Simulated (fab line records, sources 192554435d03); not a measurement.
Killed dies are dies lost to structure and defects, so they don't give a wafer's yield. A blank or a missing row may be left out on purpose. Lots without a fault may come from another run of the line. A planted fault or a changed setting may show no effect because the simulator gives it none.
Chamber matching | flow n5_finfet | N5_BEOL_M7_ILD_DEP_00 on pecvd-02: 3 sister chambers
The step deposits SiCOH lowk from DEMS/porogen, target thk 179.75 nm, time 33.4 s. 6 wafers are shown with their chamber, then 10 later ones without.

WAFERS WITH THEIR CHAMBER
wafer  | chamber | showerhead_vpp_V (V) | heater_power_w (W)
L079.6 | 1       | 1334                 | 369
L088.4 | 0       | 1338                 | 391
L091.3 | 1       | 1334                 | 361
L091.6 | 2       | 1555                 | 270
L089.1 | 2       | 1531                 | 257
L089.5 | 0       | 1322                 | 314

WAFERS WITHOUT THEIR CHAMBER
wafer  | showerhead_vpp_V (V) | heater_power_w (W)
L089.6 | 1325                 | 417
L092.1 | 1567                 | 315
L092.2 | 1334                 | 335
L092.3 | 1315                 | 381
L094.2 | 1331                 | 386
L094.3 | 1556                 | 304
L094.4 | 1533                 | 305
L095.1 | 1350                 | 444
L095.4 | 1345                 | 436
L095.5 | 1345                 | 334

WHICH CHAMBER EACH WENT THROUGH
wafer  | from the rows above     | in truth
L089.6 | can't be placed: 1 or 0 | 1
L092.1 | 2                       | 2
L092.2 | can't be placed: 0 or 1 | 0
L092.3 | can't be placed: 0 or 1 | 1
L094.2 | can't be placed: 1 or 0 | 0
L094.3 | 2                       | 2
L094.4 | 2                       | 2
L095.1 | can't be placed: 1 or 0 | 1
L095.4 | can't be placed: 1 or 0 | 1
L095.5 | can't be placed: 1 or 0 | 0
Placed correctly: 3 of 10. Can't be placed from these rows: 7 (the true chamber is among the candidates in 7). Placed wrongly: 0.
How it was worked out, from the rows above alone: a wafer's distance from a chamber is the root of the sum, over the readings, of the square of ((its reading less the chamber's mean) divided by the reading's scatter). The wafer belongs to the nearest chamber; if the next one is less than 2 further off, it can't be placed. A chamber's mean is the mean of its shown wafers. The scatter: the root of (the sum of the squares of (reading less its chamber's mean) over the shown wafers, divided by (wafers less chambers)).
